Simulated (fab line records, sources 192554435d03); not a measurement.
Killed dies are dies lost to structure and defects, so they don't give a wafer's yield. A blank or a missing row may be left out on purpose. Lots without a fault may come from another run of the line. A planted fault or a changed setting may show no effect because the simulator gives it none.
A struck lot beside a sound one | flow n5_finfet | 14 steps out of a route of 1938
Sound: wafers L332.1, L332.2, L332.6. Struck: wafers L343.1, L343.3, L343.5. The cause comes at the end.
At each step with rows: each side's tool, then ch and its chambers, then its first start. Under that, the readings that differ: sound wafers | struck wafers | difference of the means | sigmas: that difference in standard deviations of wafers without a fault.
alike: readings whose means differ by less than 2 such deviations, and words and numbers that are the same on both sides. not compared: withheld readings, readings that some wafer has no value for, bounds like >300 that may hide the same value, and numbers for which the record gives no deviation and whose values overlap.
The two part at a step that has a row with sigmas, a row that says differs or no value, or rows on one side only. Numbers that don't overlap but have no deviation are shown without sigmas and don't part them. A reading that every wafer of one side lacks parts them only if that side has two wafers or more.

N5_BEOL_M11_INSPECT_30: inspects for defects (brightfield).
  sound on defect_inspect-02, day 10 07:56; struck on defect_inspect-01, day 14 00:17
  alike: raw_defect_count
N5_BEOL_M11_DESCUM_33: chemistry O2, time 7.9 s.
  sound on rie_diel-03 ch 2,3, day 10 08:53; struck on rie_diel-01 ch 0,3, day 14 00:19
  alike: drypump_motor_current_A, oes_product_au, rf_fwd_power_W, rf_vpp_V, showerhead_plenum_p_Torr, throttle_valve_pct
  not compared: rf_hours_counter_h
then, 1 step without rows for these wafers: N5_BEOL_M11_ETCH_65 (etches SiARC in CF4, target depth 39 nm, time 65 s).
N5_BEOL_M11_ETCH_66: etches SOC in N2/H2, target depth 120 nm, overetch 24 nm, time 180 s.
  sound on rie_diel-03 ch 2,3, day 10 08:58; struck on rie_diel-01 ch 0,3, day 14 00:24
  alike: drypump_motor_current_A, oes_product_au, rf_fwd_power_W, rf_vpp_V, showerhead_plenum_p_Torr, throttle_valve_pct
  not compared: rf_hours_counter_h
then, 3 steps without rows for these wafers: N5_BEOL_M11_STRIP_69 (strips in N2/H2); N5_BEOL_M11_VIA_ETCH_34 (etches SiCOH lowk in C4F6/O2, target depth 184.5 nm, time 69.2 s); N5_BEOL_M11_STRIP_73 (strips in C4F6/O2).
N5_BEOL_M11_STRIP_36: strips in N2/H2.
  sound on rie_diel-03 ch 2,3, day 10 09:09; struck on rie_diel-01 ch 0,3, day 14 00:35
  alike: drypump_motor_current_A, oes_product_au, rf_vpp_V, showerhead_plenum_p_Torr, throttle_valve_pct
  not compared: rf_hours_counter_h
N5_BEOL_M11_TRENCH_ETCH_37: etches SiCOH lowk in C4F6/O2, target depth 148.83 nm, time 48 s.
  sound on rie_diel-03 ch 2,3; struck on rie_diel-01 ch 0,3
  alike: drypump_motor_current_A, oes_product_au, rf_fwd_power_W, rf_vpp_V, showerhead_plenum_p_Torr, throttle_valve_pct
  not compared: rf_hours_counter_h
then, 1 step without rows for these wafers: N5_BEOL_M11_ETCH_41 (etches SiCN in CH3F/O2, target depth 42.6 nm, time 86 s).
N5_BEOL_M11_STRIP_77: strips in N2/H2, time 10 s.
  sound on rie_diel-03 ch 2,3; struck on rie_diel-01 ch 0,3
  alike: drypump_motor_current_A, oes_product_au, rf_vpp_V, showerhead_plenum_p_Torr, throttle_valve_pct
  not compared: rf_hours_counter_h
N5_BEOL_M11_OCD_MEAS_38:
  sound on ocd-02, day 10 09:22; struck on ocd-01, day 14 00:48
  alike: trench_depth_nm
N5_BEOL_M11_HM_STRIP_39: strips TiN in peroxide tin strip, target depth 25 nm, time 158 s.
  sound on wet_bench-05 ch 0,1,5, day 10 09:25; struck on wet_bench-05 ch 1,5,6, day 14 00:50
  reading          | sound             | struck            | difference | sigmas
  run_length_s (s) | 162.7 164.9 161.8 | 123.8 125.8 125.4 | -38.1      | -14
  alike: bath_heat_duty_pct
then, 1 step without rows for these wafers: N5_BEOL_M11_SRD_40 (time 30 s).

WHERE THEY PART
Only at N5_BEOL_M11_HM_STRIP_39, within this record.

WHY: what the simulator had put in
Process parameter drift: wet_bench-05, from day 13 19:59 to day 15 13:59, at N5_BEOL_M11_HM_STRIP_39. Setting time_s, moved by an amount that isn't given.
